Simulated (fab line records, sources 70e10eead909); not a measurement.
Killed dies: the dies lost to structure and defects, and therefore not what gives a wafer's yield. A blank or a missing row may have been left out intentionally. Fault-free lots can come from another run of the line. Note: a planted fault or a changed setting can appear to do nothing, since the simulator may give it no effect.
Chamber matching ; flow nand-harc ; NHARC_A_WL_FILL_ALD_02 on ald-metal-03 has 4 sister chambers
The step deposits TiN, target thk 2 nm, pulse time 3 s, ald cycles 100. 8 wafers are shown with their chamber, then 10 later ones without.

## WAFERS WITH THEIR CHAMBER
wafer;chamber;heater-power-w (W);precursor-pulse-height-rel
L077.2;1;878;1.032
L077.6;1;884;1.001
L079.5;2;1092;0.982
L083.4;2;1070;0.972
L085.5;0;1001;0.987
L085.6;3;1056;0.987
L086.3;0;997;1.006
L086.4;3;1064;0.972

## WAFERS WHOSE CHAMBER IS MISSING
wafer;heater-power-w (W);precursor-pulse-height-rel
L086.5;1036;0.993
L088.3;906;0.990
L088.5;1011;1.018
L088.6;1093;1.022
L093.1;1021;1.013
L093.2;1074;1.008
L093.4;1019;0.992
L094.3;1022;0.999
L094.4;909;0.992
L094.6;894;0.986

## CHAMBER TAKEN BY EACH
wafer;from the rows above;in truth
L086.5;can't be placed: 3 or 0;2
L088.3;1;1
L088.5;0;0
L088.6;can't be placed: 2 or 3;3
L093.1;0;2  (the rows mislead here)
L093.2;can't be placed: 2 or 3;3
L093.4;0;0
L094.3;can't be placed: 0 or 3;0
L094.4;1;1
L094.6;1;1
Placed correctly: 5 of 10. Can't be placed from these rows: 4 (the true chamber is among the candidates in 3). Placed wrongly: 1.
How it was worked out, from the rows above alone: a wafer's distance from a chamber is the root of the sum, over the readings, of the square of ((its reading less the chamber's mean) divided by the reading's scatter). If the next closest chamber is less than 2 further off than the closest, the wafer can't be placed; otherwise it belongs to the closest. For every chamber, the mean is computed from those of its wafers that are shown. The scatter is the square root of a quotient: the sum, over the shown wafers, of each reading's squared deviation from its chamber's mean, divided by wafers minus chambers.
